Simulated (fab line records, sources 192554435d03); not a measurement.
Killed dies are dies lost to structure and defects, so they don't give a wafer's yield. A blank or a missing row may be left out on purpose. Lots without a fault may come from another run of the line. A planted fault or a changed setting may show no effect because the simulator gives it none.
fab line records | flow n5_finfet
record lots=6 wafers=18 last_day=17
route steps=1938 shown BEOL_M0@715 BEOL_M1@751 PASSIVATION@1936
lots that met no fault: from a run of the same line without faults
start_h: hours from the record's first day to the start of the lot's first wafer shown | wait_h: hours since the lot's step before | " the same as in the row above | L1.1+2: a row that stands for several wafers | - no value, or no start given | * or withheld: withheld | < > ~ a bound
route shown NAME@n: a module of which the file shows steps, and the number in the route of the first | usual: mean/standard deviation of fault-free wafers | same: alike in all rows | chamber/n: place in a boat | sites: the reading at each site | _std_site: their standard deviation | _edge_site: outer sites' mean less inner sites' | radius_mm: how far each site lies from the wafer's centre | mask NAME#n: copy n | behind: the tool/chamber that last shaped the wafer | hold: why the lot was held/for how many hours/how that ended | device: the transistor (n, p or np) that didn't switch | end of line: the same wafers' tests at the end of the route | a step without rows: its recipe alone | killed: dies lost to structure and defects at the first sort, not the wafer's yield | map: a wafer's dies, x killed, . not, _ none there
set.NAME: the setting as run; set.NAME@STEP: as run at that earlier step | model.NAME: the simulator's own value behind a step, which no gauge read
lots at some steps of the route; a table a step, a row a wafer
services: from which hour (start_h, from the record's first day; less than 0 if before it) a tool's chamber was out of use, for how many hours, and why
## steps
# step N5_BEOL_M0_ETCH_138
# recipe chemistry=CH3F/O2 target_depth_a=120 target=SiCN time_s=31.6 ion_energy_ev=120 pressure_mtorr=30 source_w=395 bias_w=75 Ar_flow_sccm=150 CH3F_flow_sccm=30 O2_flow_sccm=20 ends=cleared
# step N5_BEOL_M0_HM_OPEN_105
# recipe chemistry=Cl2/BCl3 target_depth_a=120 target=TiN ion_energy_ev=150 pressure_mtorr=10 icp_w=1000 bias_w=126 Cl2_flow_sccm=53.25 bcl3_flow_sccm=21.75 Ar_flow_sccm=25
# step N5_BEOL_M0_STRIP_140
# recipe chemistry=CF4 resist=SiARC power_w=300 bias_power_w=75 pressure_mtorr=50 cf4_flow_sccm=150 rf_frequency_hz=6e+07
# step N5_BEOL_M0_STRIP_104
# recipe chemistry=N2/H2 power_w=450 temp_c=40 pressure_mtorr=20 rf_frequency_hz=6e+07 overash_fraction=0.3 bias_power_w=7 h2_frac=0.5 n2_flow_sccm=200 h2_flow_sccm=200
# step N5_BEOL_M0_WET_ETCH_106
# recipe chemistry=DHF dilution=10:1 temp_c=25 target=SiO2 target_depth_a=1300 dry=ipa_marangoni rinse_time_s=30 rinse_temp_c=23
# step N5_BEOL_M0_ETCH_128
# recipe chemistry=CF4/N2 target_depth_a=120 overetch_a=51 target=SiCN time_s=21.4 ion_energy_ev=150 pressure_mtorr=40 source_w=430 bias_w=70 Ar_flow_sccm=100 cf4_flow_sccm=60 n2_flow_sccm=60
# step N5_BEOL_M0_TRENCH_ETCH_107
# recipe chemistry=C4F6/O2 target_depth_a=328 target=SiOC time_s=16.4 ion_energy_ev=250 pressure_mtorr=30 source_w=355 bias_w=185 Ar_flow_sccm=300 C4F6_flow_sccm=10 O2_flow_sccm=10
# step N5_BEOL_M0_STRIP_142
# recipe chemistry=N2/H2 time_s=10 power_w=450 temp_c=40 pressure_mtorr=20 rf_frequency_hz=6e+07 bias_power_w=7 n2_flow_sccm=200 h2_flow_sccm=200
# step N5_BEOL_M0_OCD_MEAS_108
# usual trench_depth_nm=32.5/0.77
# columns lot.wafer tool chamber start_h wait_h trench_depth_nm
L510.1 ocd-01 - 124.12 0.1 33.0
L510.2 " - " " 34.3
L510.5 " - " " 33.5
L512.1 ocd-02 - 134.04 0.1 31.7
L512.4 " - " " 34.2
L512.6 " - " " 32.7
L514.3 ocd-01 - 147.83 0.1 31.7
L514.4 " - " " 32.4
L514.6 " - " " 32.1
L525.1 ocd-01 - 211.01 0.1 34.5
L525.2 " - " " 32.7
L525.5 " - " " 33.3
L524.2 ocd-02 - 213.73 0.1 33.3
L524.5 " - " " 34.4
L524.6 " - " " 33.6
L528.3 ocd-01 - 229.65 0.1 32.2
L528.4 " - " " 31.7
L528.5 " - " " 32.4
# step N5_BEOL_M0_HM_STRIP_129
# recipe chemistry=peroxide_tin_strip material=TiN target_depth_a=170 temp_c=50 time_s=108
# step N5_BEOL_M0_SRD_130
# recipe time_s=30 temp_c=23 rinse_liquid=diw dry=ipa_marangoni
# step N5_BEOL_M0_ETCH_109
# recipe chemistry=CH3F/O2 target_depth_a=80 overetch_a=24 target=SiCN time_s=27.4 ion_energy_ev=120 pressure_mtorr=30 source_w=395 bias_w=75 Ar_flow_sccm=150 CH3F_flow_sccm=30 O2_flow_sccm=20
# step N5_BEOL_M0_STRIP_139
# recipe chemistry=post_etch_residue_remover time_s=60 temp_c=25 remover_ph=withheld remover_water_wt_pct=withheld remover_fluoride_wt_pct=withheld
# columns lot.wafer tool chamber start_h wait_h
L510.1+2+5 wet_bench-04 7,2,1 124.73 0.1
L512.1+4+6 wet_bench-03 2,7,1 134.26 0.1
L514.3+4+6 wet_bench-03 2,1,5 148.04 0.1
L525.1+2+5 wet_bench-03 1,7,2 212.44 0.1
L524.2+5+6 wet_bench-03 3,5,1 213.95 0.1
L528.3+4+5 wet_bench-04 3,1,2 230.53 0.1
# step N5_BEOL_M0_SRD_111
# recipe time_s=30 temp_c=23 rinse_liquid=diw dry=ipa_marangoni
# step N5_BEOL_M0_DEGAS_112
# recipe ambient=vacuum temp_c=250 time_s=60
# step N5_BEOL_M0_PRE_CLEAN_113
# recipe gas=H2/He time_s=30 temp_c=250
# step N5_BEOL_M0_ALD_136
# recipe material=TaN target_thk_a=* temp_c=275 ald_precursor_family=PDMAT ald_co_reactant=NH3 pressure_torr=3 carrier_flow_sccm=1500 pulse_time_s=2 purge_time_s=3 co_reactant_purge_time_s=2 co_reactant_pulse_time_s=3 ald_cycles=30 precursor_vessel_temp_c=75 precursor_vessel_pressure_torr=26.25 precursor_vessel_carrier_sccm=1000
# step N5_BEOL_M0_SURFACE_TREAT_137
# recipe gas=Ar time_s=* ion_energy_ev=* ion_current_ma_cm2=0.5 pressure_mtorr=* ar_flow_sccm=30
# step N5_BEOL_M0_CVD_115
# recipe material=Co target_thk_a=* temp_c=withheld precursor=CCTBA/H2 pressure_torr=30 time_s=120
# step N5_BEOL_M0_SPUTTER_116
# recipe material=Cu target_thk_a=40 temp_c=-20 chamber_pressure_pa=0.07 power_w=withheld time_s=7.37
# usual susceptor_temp_C=-20.00/0.09 throttle_valve_pct=29.9/0.88
# columns lot.wafer tool chamber start_h wait_h susceptor_temp_C throttle_valve_pct
L510.1 pvd_sputter-02 - 126.36 0.2 -20.00 30.1
L510.2 " - " " -20.09 31.5
L510.5 " - " " -20.02 29.1
L512.1 pvd_sputter-01 - 135.88 0.1 -20.00 30.2
L512.4 " - " " -19.95 29.8
L512.6 " - " " -20.10 29.0
L514.3 pvd_sputter-02 - 149.25 0.1 -20.34 29.7
L514.4 " - " " -19.92 31.4
L514.6 " - " " -19.98 28.6
L525.1 pvd_sputter-02 - 213.50 0.1 -20.08 28.4
L525.2 " - " " -19.91 29.0
L525.5 " - " " -20.00 29.7
L524.2 pvd_sputter-03 - 214.66 0.1 -19.97 30.1
L524.5 " - " " -20.05 29.6
L524.6 " - " " -19.82 30.4
L528.3 pvd_sputter-02 - 233.09 1.4 -20.05 29.7
L528.4 " - " " -19.86 29.1
L528.5 " - " " -20.07 29.8
# step N5_BEOL_M0_ANNEAL_117
# recipe temp_c=400 time_s=60 ambient=vacuum
# usual heater_power_w=812/74 susceptor_temp_C=400.04/0.21
# columns lot.wafer tool chamber start_h wait_h heater_power_w susceptor_temp_C
L510.1 pvd_sputter-02 - 126.44 0.0 879 400.23
L510.2 " - " " 788 400.16
L510.5 " - " " 776 400.06
L512.1 pvd_sputter-01 - 135.96 0.0 750 399.79
L512.4 " - " " 1026 400.04
L512.6 " - " " 815 400.04
L514.3 pvd_sputter-02 - 149.33 0.0 898 399.65
L514.4 " - " " 800 400.04
L514.6 " - " " 722 400.40
L525.1 pvd_sputter-02 - 213.58 0.0 718 399.98
L525.2 " - " " 773 399.96
L525.5 " - " " 900 399.97
L524.2 pvd_sputter-03 - 214.74 0.0 877 400.37
L524.5 " - " " 882 400.49
L524.6 " - " " 804 400.18
L528.3 pvd_sputter-02 - 233.17 0.0 891 400.18
L528.4 " - " " 769 400.00
L528.5 " - " " 910 399.83
# step N5_BEOL_M0_SPUTTER_132
# recipe material=Cu target_thk_a=40 temp_c=-20 chamber_pressure_pa=0.07 power_w=withheld time_s=7.37
# step N5_BEOL_M0_ANNEAL_133
# recipe temp_c=400 time_s=60 ambient=vacuum
# step N5_BEOL_M0_SPUTTER_134
# recipe material=Cu target_thk_a=40 temp_c=-20 chamber_pressure_pa=0.07 power_w=withheld time_s=7.37
# step N5_BEOL_M0_ANNEAL_135
# recipe temp_c=400 time_s=60 ambient=vacuum
# usual heater_power_w=812/75 susceptor_temp_C=400.04/0.23
# columns lot.wafer tool chamber start_h wait_h heater_power_w susceptor_temp_C
L510.1 pvd_sputter-02 - 126.68 0.0 891 399.65
L510.2 " - " " 791 399.86
L510.5 " - " " 801 399.77
L512.1 pvd_sputter-01 - 136.20 0.0 763 400.10
L512.4 " - " " 1039 400.26
L512.6 " - " " 804 400.30
L514.3 pvd_sputter-02 - 149.57 0.0 859 400.03
L514.4 " - " " 777 400.23
L514.6 " - " " 731 400.12
L525.1 pvd_sputter-02 - 213.82 0.0 713 399.84
L525.2 " - " " 784 400.17
L525.5 " - " " 890 399.83
L524.2 pvd_sputter-03 - 214.98 0.0 859 400.07
L524.5 " - " " 868 400.45
L524.6 " - " " 767 399.83
L528.3 pvd_sputter-02 - 233.41 0.0 910 400.11
L528.4 " - " " 813 400.12
L528.5 " - " " 902 399.77
# step N5_BEOL_M0_SPUTTER_141
# recipe material=Cu target_thk_a=40 temp_c=-20 chamber_pressure_pa=0.07 power_w=withheld time_s=7.37
# step N5_BEOL_M0_ECD_118
# recipe material=Cu target_thk_a=3000
# step N5_BEOL_M0_ANNEAL_119
# recipe temp_c=225 time_s=90 ambient=N2
# step N5_BEOL_M0_CMP_120
# recipe stop_on=SiOC t_overpolish_s=6.9 down_force_psi=1 platen_rpm=50 clearing_platen_down_force_psi=1.5 clearing_platen_rpm=50 post_cmp_clean=cu_alkaline clearing_platen_pad_velocity_m_s=0.99484 pad_velocity_m_s=0.99484
# step N5_BEOL_M0_PRE_CLEAN_131
# recipe gas=NH3/H2 time_s=15 temp_c=* rf_power_w=300
# usual heater_power_outer_w=19/4.7 heater_power_w=83/6.1 susceptor_temp_C=*
# columns lot.wafer tool chamber start_h wait_h heater_power_outer_w heater_power_w susceptor_temp_C
L510.1 cvd_co-01 2 127.58 0.1 17 74 *
L510.2 " 1 " " 16 89 *
L510.5 " 0 " " 17 83 *
L512.1 cvd_co-01 1 137.27 0.0 17 91 *
L512.4 " 2 " " 18 75 *
L512.6 " 1 " " 17 87 *
L514.3 cvd_co-01 1 150.43 0.0 17 90 *
L514.4 " 1 " " 16 88 *
L514.6 " 2 " " 18 75 *
L525.1 cvd_co-01 1 214.69 0.0 17 91 *
L525.2 " 2 " " 18 76 *
L525.5 " 1 " " 16 90 *
L524.2 cvd_co-02 1 216.79 0.0 12 77 *
L524.5 " 1 " " 12 76 *
L524.6 " 0 " " 20 88 *
L528.3 cvd_co-02 0 234.27 0.0 19 89 *
L528.4 " 2 " " 29 92 *
L528.5 " 0 " " 20 88 *
# step N5_BEOL_M0_CO_CAP_123
# recipe material=Co target_thk_a=20 temp_c=200 precursor=CCTBA/H2 pressure_torr=30 time_s=102.1
# step N5_BEOL_M0_PRE_CLEAN_124
# recipe gas=NH3 time_s=15 temp_c=withheld rf_power_w=300
# step N5_BEOL_M0_DEP_125
# recipe material=SiCN target_thk_a=80 temp_c=withheld precursor=3MS/NH3 pressure_torr=3 rf_w=202 time_s=14
# step N5_BEOL_M0_RS_MEAS_126
# recipe thk_meas_gauge=four-point-probe reads=Co_of_BEOL_M0_CO_CAP_123+Cu_of_BEOL_M0_ECD_118+Co_of_BEOL_M0_CVD_115+TaN_of_BEOL_M0_ALD_136
# usual M0_RS=0.530/0.021
# columns lot.wafer tool chamber start_h wait_h M0_RS[ohm/sq]
L510.1 film_metro-01 - 127.80 0.0 0.528
L510.2 " - " " 0.550
L510.5 " - " " 0.560
L512.1 film_metro-02 - 137.49 0.0 0.537
L512.4 " - " " 0.522
L512.6 " - " " 0.478
L514.3 film_metro-02 - 150.65 0.1 0.567
L514.4 " - " " 0.520
L514.6 " - " " 0.509
L525.1 film_metro-02 - 214.94 0.1 0.574
L525.2 " - " " 0.557
L525.5 " - " " 0.508
L524.2 film_metro-01 - 217.15 0.1 0.534
L524.5 " - " " 0.518
L524.6 " - " " 0.479
L528.3 film_metro-01 - 234.49 0.1 0.552
L528.4 " - " " 0.520
L528.5 " - " " 0.513
# step N5_BEOL_M1_ILD_DEP_00
# recipe material=SiOC target_thk_a=790 temp_c=350 precursor=DEMS/O2 pressure_torr=5 rf_w=500 time_s=15.3
# step N5_BEOL_M1_THK_MEAS_01
# recipe reads=SiOC_of_BEOL_M1_ILD_DEP_00
# usual M1_ILD_THK=78.8/1.3
# columns lot.wafer tool chamber start_h wait_h M1_ILD_THK[nm]
L510.1 film_metro-01 - 127.93 0.0 78.3
L510.2 " - " " 79.0
L510.5 " - " " 80.8
L512.1 film_metro-02 - 137.64 0.1 79.2
L512.4 " - " " 79.0
L512.6 " - " " 79.7
L514.3 film_metro-01 - 150.78 0.1 78.5
L514.4 " - " " 80.7
L514.6 " - " " 78.8
L525.1 film_metro-01 - 215.09 0.1 79.7
L525.2 " - " " 79.2
L525.5 " - " " 79.9
L524.2 film_metro-01 - 217.28 0.1 80.5
L524.5 " - " " 80.6
L524.6 " - " " 81.6
L528.3 film_metro-01 - 234.62 0.1 77.7
L528.4 " - " " 79.2
L528.5 " - " " 78.6
# step N5_BEOL_M1_PECVD_72
# recipe material=SiO2 target_thk_a=160 temp_c=400 precursor=TEOS/O2 pressure_torr=5.5 rf_w=450 teos_flow_sccm=53.8 gas=O2 flow_sccm=3000 time_s=18
# usual heater_power_outer_w=425/78 heater_power_w=708/110 showerhead_plenum_p_Torr=8.78/0.058 susceptor_temp_C=400.03/0.19 throttle_valve_pct=22.4/1.5
# columns lot.wafer tool chamber start_h wait_h heater_power_outer_w heater_power_w showerhead_plenum_p_Torr susceptor_temp_C throttle_valve_pct
L510.1 pecvd-03 2 127.97 0.0 289 508 8.72 399.94 22.0
L510.2 " 0 " " 371 724 8.80 399.99 21.3
L510.5 " 2 " " 293 509 8.71 400.01 21.7
L512.1 pecvd-02 2 137.67 0.0 379 622 8.72 399.71 22.2
L512.4 " 1 " " 380 636 8.77 399.92 22.8
L512.6 " 0 " " 389 716 8.73 400.08 20.7
L514.3 pecvd-03 1 150.82 0.0 514 768 8.89 400.60 23.5
L514.4 " 2 " " 268 477 8.72 400.21 21.7
L514.6 " 0 " " 444 834 8.78 400.05 21.2
L525.1 pecvd-04 0 215.12 0.0 409 647 8.75 400.13 23.1
L525.2 " 2 " " 421 668 8.73 399.70 20.4
L525.5 " 0 " " 427 660 8.77 400.03 23.6
L524.2 pecvd-03 0 217.33 0.1 433 819 8.77 400.33 21.7
L524.5 " 0 " " 458 815 8.79 400.21 21.9
L524.6 " 0 " " 437 841 8.80 399.91 21.7
L528.3 pecvd-03 1 234.66 0.0 555 772 8.88 400.42 23.5
L528.4 " 2 " " 295 551 8.71 399.85 20.2
L528.5 " 0 " " 336 676 8.78 400.10 21.5
# step N5_BEOL_M1_HM_DEP_02
# recipe material=TiN target_thk_a=200 temp_c=25 chamber_pressure_pa=0.49996
# step N5_BEOL_M1_COAT_61
# recipe resist=SOC temp_c=250 time_s=60 spin_rpm=1500 resist_thk_nm=60
# step N5_BEOL_M1_COAT_62
# recipe resist=SiARC temp_c=220 time_s=60 spin_rpm=1500 resist_thk_nm=12
# step N5_PASSIVATION_PROBE_49
# usual defect_limited_yield=91.6/1.4 killed_at_M0_to_M3=32/9.5 killed_at_M4_up=13/6 killed_at_contacts=12/5.6 killed_at_front_end=39/11 killed_at_other=2.8/2.3 killed_dies=99/16 killed_on_rim=12/3.4 killed_open=65/12 killed_short=32/7.6 sort_bin_4_leakage=0.1/0.88 sort_bin_5_function=4.8/0.88 sort_bin_6_memory=3.2/0.65 sort_bin_8_speed=0.2/2 sort_n_pass=1077/29 sort_yield_pct=91.2/2.5
# same gross_dies=1180 killed_at_back_side=0
# columns lot.wafer tool chamber start_h wait_h defect_limited_yield[%] killed_at_M0_to_M3 killed_at_M4_up killed_at_contacts killed_at_front_end killed_at_other killed_dies killed_on_rim killed_open killed_short sort_bin_4_leakage[%] sort_bin_5_function[%] sort_bin_6_memory[%] sort_bin_8_speed[%] sort_n_pass sort_yield_pct[%]
L510.1 prober-01 - 286.97 0.0 91.2 35 11 16 42 0 104 9 76 28 0 4.9 3.6 0 1076 91.2
L510.2 prober-01 - 287.02 0.1 91.5 19 7 5 67 2 100 10 66 33 0 5.4 2.7 0 1080 91.5
L510.5 prober-01 - 287.17 0.2 92.5 23 19 8 39 0 89 11 63 25 0 4.6 2.7 0 1091 92.5
L512.1 prober-02 - 319.85 0.0 92.8 21 14 13 31 6 85 12 62 23 0.1 4.1 2.9 0 1094 92.7
L512.4 prober-02 - 320.00 0.2 90.9 29 11 13 52 2 107 13 71 36 0 4.8 3.7 0 1073 90.9
L512.6 prober-02 - 320.10 0.3 92.7 22 5 13 41 5 86 7 62 24 0 4.2 2.9 0 1094 92.7
L525.1 prober-01 - 375.72 0.7 84.5 123 12 9 36 3 183 12 50 29 0 9.9 5.1 0 997 84.5
L525.2 prober-01 - 375.77 0.8 82.7 132 25 17 26 4 204 13 67 33 0.1 11.7 3.8 0 975 82.6
L525.5 prober-01 - 375.92 0.9 84.3 117 14 15 39 0 185 14 61 18 0 10.4 3.5 0 995 84.3
L528.3 prober-02 - 391.42 0.1 91.0 29 25 11 37 4 106 18 70 36 0 5.3 3.1 0 1074 91.0
L528.4 prober-02 - 391.47 0.2 91.6 18 22 16 35 8 99 11 68 30 0 6.1 2.2 0 1081 91.6
L528.5 prober-02 - 391.52 0.2 92.1 25 16 7 37 8 93 15 62 30 0 5.0 2.9 0 1087 92.1
L524.2 prober-02 - 398.58 0.1 86.8 106 4 16 30 0 156 22 55 30 0 8.4 3.3 0 1024 86.8
L524.5 prober-02 - 398.73 0.2 86.4 90 13 19 37 1 160 26 64 28 0 7.7 3.7 0 1020 86.4
L524.6 prober-02 - 398.78 0.3 84.4 157 5 3 18 1 184 8 42 24 0 9.2 4.6 0 996 84.4
# killed by level:class
L510.1 MOL_CONTACT_COAG:geometric_particle:open=13 FIN_SAQP:geometric_particle:short=9 FIN_SAQP:geometric_particle:open=8 STI_FIN_REVEAL:geometric_particle:open=8 BEOL_M3:geometric_particle:open=8 BEOL_M0_SAQP:geometric_particle:open=7 BEOL_M1:geometric_particle:open=6 BEOL_M2:geometric_particle:open=6
L510.2 STI_FIN_REVEAL:geometric_particle:open=17 FIN_SAQP:geometric_particle:short=15 FIN_SAQP:geometric_particle:open=11 DUMMY_GATE:geometric_particle:open=7 MOL_CONTACT_COAG:geometric_particle:open=5 BEOL_M1:geometric_particle:open=4 BEOL_M3:geometric_particle:open=4 STARTING-WAFER:geometric_particle:short=4
L510.5 FIN_SAQP:geometric_particle:open=11 BEOL_M3:geometric_particle:open=8 FIN_SAQP:geometric_particle:short=7 BEOL_M4:geometric_particle:open=7 STI_FIN_REVEAL:geometric_particle:open=6 MOL_CONTACT_COAG:geometric_particle:open=6 STARTING-WAFER:geometric_particle:open=5 BEOL_M0_SAQP:geometric_particle:short=4
L512.1 MOL_CONTACT_COAG:geometric_particle:open=12 FIN_SAQP:geometric_particle:open=7 FIN_SAQP:geometric_particle:short=6 BEOL_M4:geometric_particle:open=6 BEOL_M2:geometric_particle:open=5 STI_FIN_REVEAL:geometric_particle:open=3 DUMMY_GATE:geometric_particle:open=3 GATE_CUT:geometric_particle:short=3
L512.4 STI_FIN_REVEAL:geometric_particle:open=16 FIN_SAQP:geometric_particle:open=13 MOL_CONTACT_COAG:geometric_particle:open=11 BEOL_M0_SAQP:geometric_particle:open=9 BEOL_M0_SAQP:geometric_particle:short=9 FIN_SAQP:geometric_particle:short=7 STI_FIN_REVEAL:geometric_particle:short=7 BEOL_M2:geometric_particle:open=5
L512.6 FIN_SAQP:geometric_particle:open=14 STI_FIN_REVEAL:geometric_particle:open=11 MOL_CONTACT_COAG:geometric_particle:open=9 STI_FIN_REVEAL:geometric_particle:short=4 BEOL_M2:geometric_particle:open=4 MOL_CONTACT_COAG:geometric_particle:short=4 BEOL_M0_SAQP:geometric_particle:short=4 BEOL_M0_SAQP:geometric_particle:open=4
L525.1 BEOL_M0:unspecified=104 FIN_SAQP:geometric_particle:open=8 STI_FIN_REVEAL:geometric_particle:open=8 BEOL_M4:geometric_particle:open=7 BEOL_M0_SAQP:geometric_particle:open=6 MOL_CONTACT_COAG:geometric_particle:open=5 DUMMY_GATE:geometric_particle:open=5 FIN_SAQP:geometric_particle:short=4
L525.2 BEOL_M0:unspecified=104 MOL_CONTACT_COAG:geometric_particle:open=14 BEOL_M4:geometric_particle:open=14 BEOL_M0_SAQP:geometric_particle:open=10 BEOL_M0_SAQP:geometric_particle:short=9 FIN_SAQP:geometric_particle:short=8 FIN_SAQP:geometric_particle:open=7 DUMMY_GATE:geometric_particle:open=4
L525.5 BEOL_M0:unspecified=97 MOL_CONTACT_COAG:geometric_particle:open=14 STI_FIN_REVEAL:geometric_particle:open=11 HKMG_FIN:area_etch=9 BEOL_M4:geometric_particle:open=6 BEOL_M0_SAQP:geometric_particle:open=5 DUMMY_GATE:geometric_particle:short=4 BEOL_M2:geometric_particle:open=4
L528.3 STI_FIN_REVEAL:geometric_particle:open=12 BEOL_M4:geometric_particle:open=11 MOL_CONTACT_COAG:geometric_particle:open=10 BEOL_M1:geometric_particle:open=9 BEOL_M4:geometric_particle:short=7 DUMMY_GATE:geometric_particle:open=6 GATE_CUT:geometric_particle:short=5 BEOL_M0_SAQP:geometric_particle:short=5
L528.4 MOL_CONTACT_COAG:geometric_particle:open=14 BEOL_M4:geometric_particle:open=9 STI_FIN_REVEAL:geometric_particle:open=8 FIN_SAQP:geometric_particle:open=6 STI_FIN_REVEAL:geometric_particle:short=4 BEOL_M1:geometric_particle:open=4 BEOL_M2:geometric_particle:open=4 BEOL_M4:geometric_particle:short=4
L528.5 STI_FIN_REVEAL:geometric_particle:open=17 BEOL_M3:geometric_particle:open=8 BEOL_M4:geometric_particle:open=8 BEOL_M0_SAQP:geometric_particle:short=7 MOL_CONTACT_COAG:geometric_particle:open=6 BEOL_M1:geometric_particle:short=4 FIN_SAQP:geometric_particle:short=3 STI_FIN_REVEAL:geometric_particle:short=3
L524.2 BEOL_M0:unspecified=71 MOL_CONTACT_COAG:geometric_particle:open=15 BEOL_M0_SAQP:geometric_particle:short=10 FIN_SAQP:geometric_particle:short=8 BEOL_M0_SAQP:geometric_particle:open=7 STI_FIN_REVEAL:geometric_particle:open=6 BEOL_M1:geometric_particle:open=6 FIN_SAQP:geometric_particle:open=5
L524.5 BEOL_M0:unspecified=59 MOL_CONTACT_COAG:geometric_particle:open=14 BEOL_M0_SAQP:geometric_particle:open=9 HKMG_FIN:area_etch=8 STI_FIN_REVEAL:geometric_particle:open=7 BEOL_M0_SAQP:geometric_particle:short=7 FIN_SAQP:geometric_particle:short=6 BEOL_M3:geometric_particle:open=6
L524.6 BEOL_M0:unspecified=114 BEOL_M0_SAQP:geometric_particle:short=11 BEOL_M3:geometric_particle:open=10 BEOL_M1:geometric_particle:open=7 BEOL_M2:geometric_particle:open=6 STARTING-WAFER:geometric_particle:short=4 HKMG_FIN:area_etch=4 STI_FIN_REVEAL:geometric_particle:open=3
# map L524.6 (x killed, . not)
_________________............________________
______________..x..............._____________
___________........................__________
__________.x...x......xxx.....x....._________
________...xx..x..................x..._______
_______.x.......x..............x......x______
______.................................._____
_____........................x...........____
____................x.................x...___
___.................x.x..........x.........__
___...........x......x....x.............x..__
__............xx.....................x.x...._
__.........................................._
_......x......x......x......x........xx......
_x.................x....x...................x
_....x...........x.x......................x..
_...............x............................
_................x........x.xx.x.............
_........x.................x..xx..........x..
_...x..................x..xx.x.x..x..........
_...x.........x.......x....xxxxxxx...........
__...x...................xxxxxxxxx.x........_
__.........x..........x..xxxxxxxxxxxx......._
___......x..........xx.xxxxxxxxxxxx.x..x...__
___..................xxxxxxxxxxxxxx.x..x...__
____..x..............x..xxxxxxxxxxxx......___
_____..x................xxxxxxxxxx.xxx...____
______xxx.............xx.xxxxxxxxx......_____
_______.......x............xxxxxx......______
________................x..x....x.x..._______
__________..........x......x........_________
___________........................__________
______________.................._____________
_________________............________________
# map L525.2 (x killed, . not)
_________________...........x________________
______________.....x.....xx....._____________
___________.......x................__________
__________.......x....x.........x..._________
________.x.........................x.._______
_______.x.............................x______
______.x....x............x.........x...._____
_____..x..x..............x.......x.......____
____..........x.....................x...x.___
___..x.....x..x............................__
___..........................x.........xx..__
__................x...........x........x...._
__........x....xx......x.....x.............x_
_..........x.............x....x....x.........
_.........x........x........x..x......x....x.
_.........xx..............xx..xx...........x.
_................x.....x.xx.xx.xxxxx.x.......
_............x......x..x..xxxxxxxxxxx........
_.................x.....x.xxxxxxxx..xx.......
_..........x........x....xxxxxxxxxxx.x.......
_..x.....x.......x.....xxxxxxxxxxxxxx........
__.......x.x....x.x....xxxxxxxxxxxx.x......._
__.....x....x...........xxxxxxxxxxx.....x..._
___x....x.........x......xxxxxxxxx.xx.....x__
___..............x..x......xxxxxx..xx......__
____x.....................x.xxx......xx...___
_____...............x.............x......____
______....x..................x.......x.._____
_______..x.....xx......x.x......x......______
________...............x......x......._______
__________...................x......_________
___________.................x..x...__________
______________.................._____________
_________________.x..........________________
## services
# columns tool chamber start_h hours kind
pvd_sputter-01 - 101.64 8.5 repair
cvd_co-01 2 110.34 1.5 repair
cvd_co-02 1 114.67 - clean
cvd_co-02 1 114.67 22.0 scheduled_down
cvd_co-02 1 114.67 22.0 vent_cycle
cvd_co-01 - 117.76 0.6 repair
pvd_sputter-01 - 131.79 0.9 repair
pecvd-03 1 151.52 7.0 repair
pecvd-04 - 162.24 0.8 repair
cvd_co-02 - 164.73 2.8 pm
cvd_co-02 0 176.20 9.3 repair
wet_bench-03 - 176.29 1.6 repair
pecvd-04 0 198.47 5.0 repair
pecvd-03 2 202.38 - clean
pecvd-03 2 202.38 - consumable_replace:showerhead
pecvd-03 2 202.38 29.0 scheduled_down
pecvd-03 2 202.38 29.0 vent_cycle
pecvd-03 1 215.67 2.1 scheduled_down
pecvd-03 - 228.10 5.5 pm
pecvd-04 2 228.18 5.5 scheduled_down
## key
first_sign step=N5_PASSIVATION_PROBE_49 reading=killed_at_M0_to_M3 direction=up sigmas=9.4 usual=32 struck=121
effect step=N5_PASSIVATION_PROBE_49 reading=defect_limited_yield direction=down sigmas=4.8 usual=91.6 struck=84.9
more_kills_born_at N5_BEOL_M0_STRIP_139@wet_bench-03=549
met_at N5_BEOL_M0_STRIP_139
struck_wafers L524.2,L524.5,L524.6,L525.1,L525.2,L525.5
onset_between 148.04 212.44
fault kind=chamber_particle_source tool=wet_bench-03 chamber=- onset_h=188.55 steps=N5_BEOL_M0_STRIP_139 rate_per_visit_cm2=0.48662 end_h=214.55
